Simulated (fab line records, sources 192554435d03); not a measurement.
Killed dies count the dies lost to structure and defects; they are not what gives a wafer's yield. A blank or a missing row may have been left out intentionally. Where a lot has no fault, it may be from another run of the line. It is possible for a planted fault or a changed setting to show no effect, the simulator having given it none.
fab line records    flow n5-finfet
record lots=7  wafers=39
route steps=1938 shown DUMMY_GATE@246 GATE_CUT@469 MOL_CONTACT_COAG@523
start-h: hours from the record's opening day to when the first of the lot's shown wafers began    wait-h: hours since the lot's step before    " identical to the entry in the row above    L1.1+2: several wafers, shown together as one row    - no value, or no start was given    * or withheld: withheld    < > ~ a bound
route shown NAME@n: names a module that has steps shown in the file, with the first one's number in the route    usual: average and standard deviation across the fault-free wafers    same: alike in all rows    chamber/n: place in a boat    sites: each site's reading    _std_site: their standard deviation    _edge_site: outer sites' mean less inner sites'    radius-mm: how far each site lies from the wafer's centre    mask NAME#n: copy n    behind: tool/chamber where the wafer was last shaped    hold: the reason the lot was held/the length of the hold in hours/how it ended    device: the n, p or np transistor that did not switch    end of line: tests of these same wafers at the route's end    a step given without rows: its recipe and nothing more    killed: dies lost to structure and defects at the first sort, not the wafer's yield    map: a wafer's dies, x killed, . not, _ none there
set.NAME: setting as actually run; set.NAME@STEP: the setting as run at that earlier step    model.NAME: the simulator's own value behind a step, which no gauge read
lots run with intentionally changed settings; tables by step, rows by wafer
## steps
# step N5_DUMMY_GATE_ETCH_32
# recipe chemistry=CF4  target=SiO2  target-depth-a=35  time-s=3.9  ion-energy-ev=350  pressure-mtorr=10  icp-w=800  bias-w=400  cf4-flow-sccm=80
lot.wafer  tool       chamber  start-h  wait-h  set.time-s  model.etch.depth-nm
L078.1     rie-si-03  3        72.31    0.1     3.9         3.524
L078.2     "          2        "        "       4.215       3.751
L078.3     "          0        "        "       4.215       3.729
L078.4     "          1        "        "       4.215       3.774
L078.5     "          3        "        "       3.9         3.518
L078.6     "          0        "        "       3.9         3.423
L079.1     rie-si-05  0        77.38    0.1     4.818       4.135
L079.2     "          2        "        "       4.818       4.225
L079.3     "          3        "        "       3.9         3.528
L079.4     "          1        "        "       3.9         3.522
L079.5     "          1        "        "       4.818       4.377
L079.6     "          2        "        "       3.9         3.414
L084.1     rie-si-05  2        109.39   0.1     3.9         3.451
L084.2     "          1        "        "       3.9         3.538
L084.3     "          0        "        "       3.9         3.363
L084.4     "          3        "        "       3.9         3.517
L084.5     "          3        "        "       3.9         3.549
L084.6     "          2        "        "       3.9         3.429
L085.1     rie-si-06  3        116.51   0.1     4.562       4.059
L085.2     "          0        "        "       3.9         3.504
L085.3     "          1        "        "       3.9         3.386
L085.4     "          2        "        "       3.9         3.409
L085.5     "          2        "        "       4.562       3.968
L085.6     "          1        "        "       4.562       3.975
L088.1     rie-si-03  1        129.71   0.1     4.308       3.852
L088.2     "          2        "        "       3.9         3.517
L088.3     "          3        "        "       3.9         3.567
L088.4     "          0        "        "       4.308       3.83
L088.5     "          1        "        "       3.9         3.539
L088.6     "          0        "        "       4.308       3.811
L089.1     rie-si-05  0        135.40   0.1     3.9         3.376
L089.3     "          2        "        "       3.9         3.458
L089.6     "          0        "        "       3.9         3.397
L097.1     rie-si-05  1        185.73   0.1     4.193       3.872
L097.2     "          2        "        "       3.9         3.407
L097.3     "          3        "        "       3.9         3.531
L097.4     "          0        "        "       4.193       3.635
L097.5     "          0        "        "       4.193       3.628
L097.6     "          3        "        "       3.9         3.567
# step N5_GATE_CUT_ETCH_58
# recipe chemistry=CH3F/O2  target=SiNx  target-depth-a=170  time-s=128.6  ion-energy-ev=50  pressure-mtorr=30  source-w=415  bias-w=21  Ar_flow_sccm=150  CH3F_flow_sccm=30  O2_flow_sccm=20
lot.wafer  tool         chamber  start-h  wait-h  set.time-s  model.etch.depth-nm  model.SiNx_of_SDB_ALD_29.thk-nm
L078.1     rie-diel-02  0        105.48   0.0     128.6       17.02                24.4
L078.2     "            1        "        "       106.2       14.39                25
L078.3     "            2        "        "       106.2       13.55                25
L078.4     "            3        "        "       128.6       17.13                24.4
L078.5     "            1        "        "       128.6       17.43                24.4
L078.6     "            2        "        "       106.2       13.6                 25
L079.1     rie-diel-02  2        112.45   0.0     128.6       16.39                24.8
L079.2     "            1        "        "       128.6       17.45                24.4
L079.3     "            0        "        "       128.6       16.94                24.6
L079.4     "            3        "        "       128.6       17.13                24.6
L079.5     "            1        "        "       128.6       17.27                24.4
L079.6     "            2        "        "       128.6       16.45                24.6
L084.1     rie-diel-04  3        142.68   0.1     137.9       18.3                 24.2
L084.2     "            0        "        "       137.9       18.47                24.4
L084.3     "            2        "        "       128.6       16.58                24.6
L084.4     "            1        "        "       137.9       18.7                 24.2
L084.5     "            3        "        "       128.6       17.11                24.6
L084.6     "            2        "        "       128.6       16.45                24.6
L085.1     rie-diel-04  0        148.97   0.1     128.6       17.37                24.4
L085.2     "            2        "        "       128.6       16.6                 24.6
L085.3     "            3        "        "       148.1       19.65                24
L085.4     "            1        "        "       148.1       20.27                24
L085.5     "            2        "        "       148.1       19.12                24.2
L085.6     "            3        "        "       128.6       17.02                24.6
L088.1     rie-diel-06  0        161.01   0.1     128.6       17.66                24.4
L088.2     "            3        "        "       128.6       16.6                 24.6
L088.3     "            2        "        "       128.6       17.07                24.6
L088.4     "            3        "        "       128.6       16.58                24.6
L088.5     "            2        "        "       128.6       17.1                 24.4
L088.6     "            0        "        "       128.6       17.56                24.4
L089.1     rie-diel-02  3        168.89   0.2     128.6       17.11                24.4
L089.3     "            2        "        "       128.6       16.51                24.6
L089.6     "            1        "        "       128.6       17.19                24.4
L097.1     rie-diel-06  2        218.57   0.1     128.6       17.07                24.8
L097.2     "            3        "        "       159.1       20.48                24
L097.3     "            0        "        "       159.1       21.92                23.8
L097.4     "            1        "        "       128.6       16.65                24.8
L097.5     "            0        "        "       159.1       21.59                24
L097.6     "            3        "        "       128.6       16.55                24.8
# step N5_MOL_CONTACT_COAG_EXPOSE_05
# recipe mask-id=CA  na=0.33  source-shape=annular  sigma-inner=0.4  sigma-outer=0.8  polarization=unpolarized  defocus-nm=0  dose-mj=38.25
lot.wafer         tool            chamber  start-h  wait-h  mask  set.dose-mj
L078.1+3+6        euv-scanner-02  0        113.30   -       CA#0  41.12
L078.2+4+5        "               0        "        "       CA#0  38.25
L079.1+2+3+4+5+6  euv-scanner-02  0        119.35   -       CA#0  38.25
L084.1+2+3        euv-scanner-02  0        149.61   -       CA#0  37.27
L084.4+5+6        "               0        "        "       CA#0  38.25
L085.1+2+4        euv-scanner-01  0        156.13   -       CA#0  36.77
L085.3+5+6        "               0        "        "       CA#0  38.25
L088.1+3+6        euv-scanner-01  0        168.41   -       CA#0  38.25
L088.2+4+5        "               0        "        "       CA#0  41.1
L089.1+3+6        euv-scanner-01  0        176.46   -       CA#0  38.25
L097.1+3+5        euv-scanner-01  0        228.40   -       CA#0  41.03
L097.2+4+6        "               0        "        "       CA#0  38.25
# step N5_MOL_CONTACT_COAG_PEB_06
# recipe peb-temp-c=100  peb-time-s=60  resist=CAR-EUV
# step N5_MOL_CONTACT_COAG_DEVELOP_07
# recipe develop-time-s=30  developer=TMAH  resist=CAR-EUV  rinse-liquid=surfactant-rinse  dry=air-spin  dev-temp-c=23
# step N5_MOL_CONTACT_COAG_CD_MEAS_08
# recipe target-cd-nm=28  landing-energy-ev=500  detector=se-inlens  polarity=opening
# usual cd-nm=28.06/0.25
lot.wafer  tool       chamber  start-h  wait-h  set.dose-mj@MOL_CONTACT_COAG_EXPOSE_05  cd-nm
L078.1     cd-sem-03  0        113.43   -       41.12                                   29.20
L078.2     "          0        "        "       38.25                                   27.71
L078.3     "          0        "        "       41.12                                   29.63
L078.4     "          0        "        "       38.25                                   27.68
L078.5     "          0        "        "       38.25                                   27.39
L078.6     "          0        "        "       41.12                                   29.45
L079.1     cd-sem-01  0        119.48   -       38.25                                   27.85
L079.2     "          0        "        "       38.25                                   28.34
L079.3     "          0        "        "       38.25                                   28.05
L079.4     "          0        "        "       38.25                                   27.91
L079.5     "          0        "        "       38.25                                   27.76
L079.6     "          0        "        "       38.25                                   27.94
L084.1     cd-sem-02  0        149.74   -       37.27                                   27.70
L084.2     "          0        "        "       37.27                                   27.57
L084.3     "          0        "        "       37.27                                   27.66
L084.4     "          0        "        "       38.25                                   28.56
L084.5     "          0        "        "       38.25                                   27.78
L084.6     "          0        "        "       38.25                                   28.14
L085.1     cd-sem-03  0        156.26   -       36.77                                   27.07
L085.2     "          0        "        "       36.77                                   26.91
L085.3     "          0        "        "       38.25                                   28.02
L085.4     "          0        "        "       36.77                                   27.33
L085.5     "          0        "        "       38.25                                   27.86
L085.6     "          0        "        "       38.25                                   28.06
L088.1     cd-sem-01  0        168.54   -       38.25                                   27.99
L088.2     "          0        "        "       41.1                                    29.21
L088.3     "          0        "        "       38.25                                   28.08
L088.4     "          0        "        "       41.1                                    28.99
L088.5     "          0        "        "       41.1                                    29.38
L088.6     "          0        "        "       38.25                                   27.65
L089.1     cd-sem-01  0        176.59   -       38.25                                   27.99
L089.3     "          0        "        "       38.25                                   28.33
L089.6     "          0        "        "       38.25                                   28.04
L097.1     cd-sem-02  0        228.54   -       41.03                                   29.14
L097.2     "          0        "        "       38.25                                   27.46
L097.3     "          0        "        "       41.03                                   29.55
L097.4     "          0        "        "       38.25                                   28.11
L097.5     "          0        "        "       41.03                                   29.34
L097.6     "          0        "        "       38.25                                   27.84
# step N5_MOL_CONTACT_COAG_DESCUM_13
# recipe chemistry=O2  time-s=7  source-power-w=50  bias-power-w=20  pressure-mtorr=20  rf-frequency-hz=2.712e+07  temp-c=40  resist=CAR-EUV  o2-flow-sccm=225
# step N5_MOL_CONTACT_COAG_ETCH_59
# recipe chemistry=N2/H2  target=underlayer  target-depth-a=130  mask-material=CAR-EUV  time-s=10.4  ion-energy-ev=200  pressure-mtorr=30  source-w=840  bias-w=150  n2-flow-sccm=200  h2-flow-sccm=200  ends=cleared
lot.wafer     tool         chamber  start-h  wait-h  set.dose-mj@MOL_CONTACT_COAG_EXPOSE_05  model.MOL_CONTACT_COAG.cd-offset-nm
L078.1        rie-diel-05  3        113.59   0.0     41.12                                   1.4
L078.2+5      "            2,3      "        "       38.25                                   -0.4
L078.3+6      "            0        "        "       41.12                                   1.6
L078.4        "            1        "        "       38.25                                   0
L079.1+4      rie-diel-03  2,3      119.93   0.0     38.25                                   0.2
L079.2+3+5+6  "            0,1,0,1  "        "       38.25                                   0
L084.1+2+3    rie-diel-03  3,2,1    150.06   0.0     37.27                                   -0.4
L084.4+5+6    "            1,3,2    "        "       38.25                                   0.2
L085.1+2+4    rie-diel-01  3,2,1    156.73   0.0     36.77                                   -1
L085.3+5+6    "            0,1,0    "        "       38.25                                   0
L088.1        rie-diel-03  3        168.72   0.0     38.25                                   0
L088.2        "            1        "        "       41.1                                    1
L088.3+6      "            3        "        "       38.25                                   -0.2
L088.4+5      "            1        "        "       41.1                                    1.2
L089.1+6      rie-diel-01  1,0      176.75   0.0     38.25                                   0
L089.3        "            2        "        "       38.25                                   0.2
L097.1        rie-diel-05  2        228.99   0.0     41.03                                   1.4
L097.2+6      "            1        "        "       38.25                                   0
L097.3        "            0        "        "       41.03                                   1.8
L097.4        "            2        "        "       38.25                                   0.2
L097.5        "            0        "        "       41.03                                   1.6
# step N5_MOL_CONTACT_COAG_ETCH_105
# recipe chemistry=CF4  target=SiARC  target-depth-a=156  mask-material=CAR-EUV  time-s=26  ion-energy-ev=80  pressure-mtorr=40  source-w=545  bias-w=36  Ar_flow_sccm=100  cf4-flow-sccm=100  ends=cleared
lot.wafer     tool         chamber  start-h  wait-h  set.dose-mj@MOL_CONTACT_COAG_EXPOSE_05  model.MOL_CONTACT_COAG.cd-offset-nm
L078.1        rie-diel-05  3        113.61   0.0     41.12                                   1.4
L078.2        "            2        "        "       38.25                                   -0.4
L078.3        "            0        "        "       41.12                                   1.8
L078.4+5      "            1,3      "        "       38.25                                   -0.2
L078.6        "            0        "        "       41.12                                   1.6
L079.1+4      rie-diel-03  2,3      119.95   0.0     38.25                                   0.2
L079.2+3+5+6  "            0,1,0,1  "        "       38.25                                   0
L084.1+3      rie-diel-03  3,1      150.08   0.0     37.27                                   -0.4
L084.2        "            2        "        "       37.27                                   -0.6
L084.4+5+6    "            1,3,2    "        "       38.25                                   0.2
L085.1+2      rie-diel-01  3,2      156.75   0.0     36.77                                   -1
L085.3        "            0        "        "       38.25                                   0
L085.4        "            1        "        "       36.77                                   -0.8
L085.5+6      "            1,0      "        "       38.25                                   0.2
L088.1+3+6    rie-diel-03  3        168.75   0.0     38.25                                   -0.2
L088.2        "            1        "        "       41.1                                    1
L088.4+5      "            1        "        "       41.1                                    1.2
L089.1+3+6    rie-diel-01  1,2,0    176.77   0.0     38.25                                   0
L097.1        rie-diel-05  2        229.01   0.0     41.03                                   1.2
L097.2+4+6    "            1,2,1    "        "       38.25                                   0
L097.3        "            0        "        "       41.03                                   1.8
L097.5        "            0        "        "       41.03                                   1.6
# step N5_MOL_CONTACT_COAG_ETCH_106
# recipe chemistry=N2/H2  target=SOC  target-depth-a=800  overetch-a=160  mask-material=SiARC  temp-c=40  time-s=120  ion-energy-ev=200  pressure-mtorr=30  source-w=840  bias-w=150  n2-flow-sccm=200  h2-flow-sccm=200
# step N5_MOL_CONTACT_COAG_STRIP_107
# recipe chemistry=N2/H2  temp-c=40  n2-flow-sccm=200  h2-flow-sccm=200  rf-frequency-hz=6e+07
# step N5_MOL_CONTACT_COAG_STRIP_109
# recipe chemistry=C4F6/O2  resist=SiARC  rf-frequency-hz=6e+07
# step N5_MOL_CONTACT_COAG_ETCH_15
# recipe chemistry=CH3F/O2  target=SiNx  target-depth-a=70  mask-material=SOC  stop-on=Si:P  over-etch-frac=0.75  ion-energy-ev=120  pressure-mtorr=30  source-w=395  bias-w=73  Ar_flow_sccm=150  CH3F_flow_sccm=30  O2_flow_sccm=20
# step N5_MOL_CONTACT_COAG_ETCH_110
# recipe chemistry=CF4/O2  target=Si  target-depth-a=25  time-s=8  pressure-mtorr=100  source-w=200  bias-w=12  ion-energy-ev=60  Ar_flow_sccm=100  cf4-flow-sccm=100  O2_flow_sccm=10
lot.wafer     tool         chamber  start-h  wait-h  set.dose-mj@MOL_CONTACT_COAG_EXPOSE_05  model.MOL_CONTACT_COAG.cd-offset-nm
L078.1        rie-diel-05  3        113.83   0.0     41.12                                   1.4
L078.2        "            2        "        "       38.25                                   -1
L078.3        "            0        "        "       41.12                                   2
L078.4        "            1        "        "       38.25                                   -0.4
L078.5        "            3        "        "       38.25                                   -0.2
L078.6        "            0        "        "       41.12                                   1.8
L079.1+3+5+6  rie-diel-03  2,1,0,1  120.17   0.0     38.25                                   -0.2
L079.2        "            0        "        "       38.25                                   -0.4
L079.4        "            3        "        "       38.25                                   0.4
L084.1        rie-diel-03  3        150.30   0.0     37.27                                   -0.4
L084.2        "            2        "        "       37.27                                   -1
L084.3        "            1        "        "       37.27                                   -0.6
L084.4+5+6    "            1,3,2    "        "       38.25                                   0
L085.1+2+4    rie-diel-01  3,2,1    156.97   0.0     36.77                                   -0.8
L085.3        "            0        "        "       38.25                                   0
L085.5+6      "            1,0      "        "       38.25                                   0.2
L088.1+3+6    rie-diel-03  3        169.08   0.1     38.25                                   0
L088.2        "            1        "        "       41.1                                    1
L088.4+5      "            1        "        "       41.1                                    1.2
L089.1+6      rie-diel-01  1,0      176.99   0.0     38.25                                   -0.2
L089.3        "            2        "        "       38.25                                   0
L097.1        rie-diel-05  2        229.24   0.0     41.03                                   0.8
L097.2        "            1        "        "       38.25                                   0
L097.3+5      "            0        "        "       41.03                                   1.8
L097.4+6      "            2,1      "        "       38.25                                   -0.2
# step N5_MOL_CONTACT_COAG_STRIP_98
# recipe chemistry=N2/H2  power-w=500  temp-c=40  pressure-mtorr=50  rf-frequency-hz=6e+07  overash-fraction=0.3  bias-power-w=8  h2-frac=0.5  n2-flow-sccm=300  h2-flow-sccm=300
# step N5_MOL_CONTACT_COAG_CD_MEAS_99
# recipe target-cd-nm=17.2  polarity=opening
# usual cd-nm=17.2/0.4
lot.wafer  tool       chamber  start-h  wait-h  set.dose-mj@MOL_CONTACT_COAG_EXPOSE_05  cd-nm
L078.1     cd-sem-03  -        113.95   -       41.12                                   18.8
L078.2     "          -        "        "       38.25                                   16.3
L078.3     "          -        "        "       41.12                                   19.1
L078.4     "          -        "        "       38.25                                   16.7
L078.5     "          -        "        "       38.25                                   17.0
L078.6     "          -        "        "       41.12                                   19.1
L079.1     cd-sem-03  -        120.29   -       38.25                                   16.7
L079.2     "          -        "        "       38.25                                   16.8
L079.3     "          -        "        "       38.25                                   16.9
L079.4     "          -        "        "       38.25                                   17.7
L079.5     "          -        "        "       38.25                                   16.9
L079.6     "          -        "        "       38.25                                   17.4
L084.1     cd-sem-01  -        150.42   -       37.27                                   17.0
L084.2     "          -        "        "       37.27                                   16.2
L084.3     "          -        "        "       37.27                                   17.0
L084.4     "          -        "        "       38.25                                   17.7
L084.5     "          -        "        "       38.25                                   17.3
L084.6     "          -        "        "       38.25                                   17.4
L085.1     cd-sem-02  -        157.09   -       36.77                                   16.2
L085.2     "          -        "        "       36.77                                   16.4
L085.3     "          -        "        "       38.25                                   17.5
L085.4     "          -        "        "       36.77                                   16.7
L085.5     "          -        "        "       38.25                                   17.8
L085.6     "          -        "        "       38.25                                   17.4
L088.1     cd-sem-03  -        169.24   -       38.25                                   17.2
L088.2     "          -        "        "       41.1                                    18.1
L088.3     "          -        "        "       38.25                                   16.9
L088.4     "          -        "        "       41.1                                    18.2
L088.5     "          -        "        "       41.1                                    18.6
L088.6     "          -        "        "       38.25                                   17.0
L089.1     cd-sem-01  -        177.11   -       38.25                                   17.0
L089.3     "          -        "        "       38.25                                   17.2
L089.6     "          -        "        "       38.25                                   16.9
L097.1     cd-sem-02  -        229.35   -       41.03                                   17.7
L097.2     "          -        "        "       38.25                                   17.0
L097.3     "          -        "        "       41.03                                   19.0
L097.4     "          -        "        "       38.25                                   16.8
L097.5     "          -        "        "       41.03                                   19.1
L097.6     "          -        "        "       38.25                                   16.8
# step N5_MOL_CONTACT_COAG_ETCH_47
# recipe chemistry=CH3F/O2  target=SiNx  target-depth-a=270  mask-material=SiO2  stop-on=W  over-etch-frac=0.2  ion-energy-ev=120  endpoint=OES-CN  pressure-mtorr=30  source-w=395  bias-w=73  Ar_flow_sccm=150  CH3F_flow_sccm=30  O2_flow_sccm=20  ends=end-point
# usual rf-vpp-V=302/5.4
lot.wafer  tool         chamber  start-h  wait-h  set.source-w  rf-vpp-V
L078.1     rie-diel-03  3        125.92   0.0     395           307
L078.2     "            0        "        "       395           300
L078.3     "            1        "        "       395           306
L078.4     "            2        "        "       395           299
L078.5     "            3        "        "       395           307
L078.6     "            2        "        "       395           301
L079.1     rie-diel-03  1        129.96   0.0     395           307
L079.2     "            0        "        "       455           281
L079.3     "            2        "        "       395           301
L079.4     "            3        "        "       455           287
L079.5     "            2        "        "       455           281
L079.6     "            3        "        "       395           309
L084.1     rie-diel-03  3        159.06   0.0     440.1         293
L084.2     "            1        "        "       440.1         291
L084.3     "            2        "        "       395           302
L084.4     "            2        "        "       395           302
L084.5     "            1        "        "       395           307
L084.6     "            3        "        "       440.1         294
L085.1     rie-diel-05  2        169.89   0.0     395           305
L085.2     "            3        "        "       395           302
L085.3     "            1        "        "       395           292
L085.4     "            0        "        "       446.6         274
L085.5     "            2        "        "       446.6         288
L085.6     "            1        "        "       446.6         276
L088.1     rie-diel-01  2        181.64   0.0     357.2         322
L088.2     "            1        "        "       395           295
L088.3     "            3        "        "       357.2         319
L088.4     "            0        "        "       357.2         314
L088.5     "            1        "        "       395           295
L088.6     "            0        "        "       395           299
L089.1     rie-diel-01  0        186.47   0.0     395           299
L089.3     "            1        "        "       395           294
L089.6     "            1        "        "       395           292
L097.1     rie-diel-05  0        240.44   0.0     435.7         279
L097.2     "            1        "        "       435.7         279
L097.3     "            2        "        "       395           303
L097.4     "            3        "        "       395           303
L097.5     "            2        "        "       435.7         292
L097.6     "            3        "        "       395           303
# step N5_MOL_CONTACT_COAG_VIA_ETCH_117
# recipe chemistry=C4F6/O2  target-depth-a=400  overetch-a=80  mask-material=SOC  target=SiO2  bias-w=455  pressure-mtorr=10  time-s=26  source-w=325  Ar_flow_sccm=300  C4F6_flow_sccm=10  O2_flow_sccm=10  ion-energy-ev=575.3  ends=end-point
# usual rf-vpp-V=1609/26
lot.wafer  tool         chamber  start-h  wait-h  set.bias-w  rf-vpp-V
L078.1     rie-diel-05  2        127.07   0.0     418.8       1523
L078.2     "            3        "        "       418.8       1518
L078.3     "            1        "        "       455         1564
L078.4     "            0        "        "       455         1557
L078.5     "            0        "        "       455         1557
L078.6     "            3        "        "       418.8       1517
L079.1     rie-diel-01  0        131.10   0.0     455         1598
L079.2     "            1        "        "       533         1768
L079.3     "            3        "        "       533         1832
L079.4     "            0        "        "       455         1599
L079.5     "            3        "        "       533         1833
L079.6     "            1        "        "       455         1573
L084.1     rie-diel-01  3        160.62   0.0     386.9       1444
L084.2     "            1        "        "       455         1573
L084.3     "            0        "        "       455         1598
L084.4     "            2        "        "       455         1638
L084.5     "            1        "        "       386.9       1393
L084.6     "            2        "        "       386.9       1451
L085.1     rie-diel-05  0        171.12   0.0     455         1557
L085.2     "            3        "        "       455         1613
L085.3     "            1        "        "       455         1564
L085.4     "            2        "        "       455         1621
L085.5     "            2        "        "       455         1621
L085.6     "            3        "        "       455         1614
L088.1     rie-diel-05  3        183.82   0.0     455         1614
L088.2     "            1        "        "       455         1565
L088.3     "            2        "        "       455         1619
L088.4     "            0        "        "       455         1555
L088.5     "            3        "        "       455         1615
L088.6     "            0        "        "       455         1555
L089.1     rie-diel-05  3        187.74   0.0     455         1614
L089.3     "            1        "        "       455         1562
L089.6     "            2        "        "       455         1620
L097.1     rie-diel-01  2        242.11   0.0     455         1636
L097.2     "            1        "        "       455         1573
L097.3     "            3        "        "       455         1631
L097.4     "            0        "        "       455         1597
L097.5     "            3        "        "       455         1630
L097.6     "            0        "        "       455         1596
## key
split step=N5_DUMMY_GATE_ETCH_32  setting=time-s  stated=3.9  by=wafer
response step=N5_DUMMY_GATE_ETCH_32  reading=model.etch.depth-nm  change=+0.0319  per=1%  r=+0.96
split step=N5_GATE_CUT_ETCH_58  setting=time-s  stated=128.6  by=wafer
response step=N5_GATE_CUT_ETCH_58  reading=model.etch.depth-nm  change=+0.192  per=1%  r=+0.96
response step=N5_GATE_CUT_ETCH_58  reading=model.SiNx_of_SDB_ALD_29.thk-nm  change=-0.0353  per=1%  r=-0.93
split step=N5_MOL_CONTACT_COAG_EXPOSE_05  setting=dose-mj  stated=38.25  by=wafer
response step=N5_MOL_CONTACT_COAG_CD_MEAS_08  reading=cd-nm  change=+0.211  per=1%  r=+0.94
response step=N5_MOL_CONTACT_COAG_ETCH_59  reading=model.MOL_CONTACT_COAG.cd-offset-nm  change=+0.212  per=1%  r=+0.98
response step=N5_MOL_CONTACT_COAG_ETCH_105  reading=model.MOL_CONTACT_COAG.cd-offset-nm  change=+0.22  per=1%  r=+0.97
response step=N5_MOL_CONTACT_COAG_ETCH_110  reading=model.MOL_CONTACT_COAG.cd-offset-nm  change=+0.228  per=1%  r=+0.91
response step=N5_MOL_CONTACT_COAG_CD_MEAS_99  reading=cd-nm  change=+0.247  per=1%  r=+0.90
split step=N5_MOL_CONTACT_COAG_ETCH_47  setting=source-w  stated=395  by=wafer
response step=N5_MOL_CONTACT_COAG_ETCH_47  reading=rf-vpp-V  change=-1.57  per=1%  r=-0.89
split step=N5_MOL_CONTACT_COAG_VIA_ETCH_117  setting=bias-w  stated=455  by=wafer
response step=N5_MOL_CONTACT_COAG_VIA_ETCH_117  reading=rf-vpp-V  change=+11.5  per=1%  r=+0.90
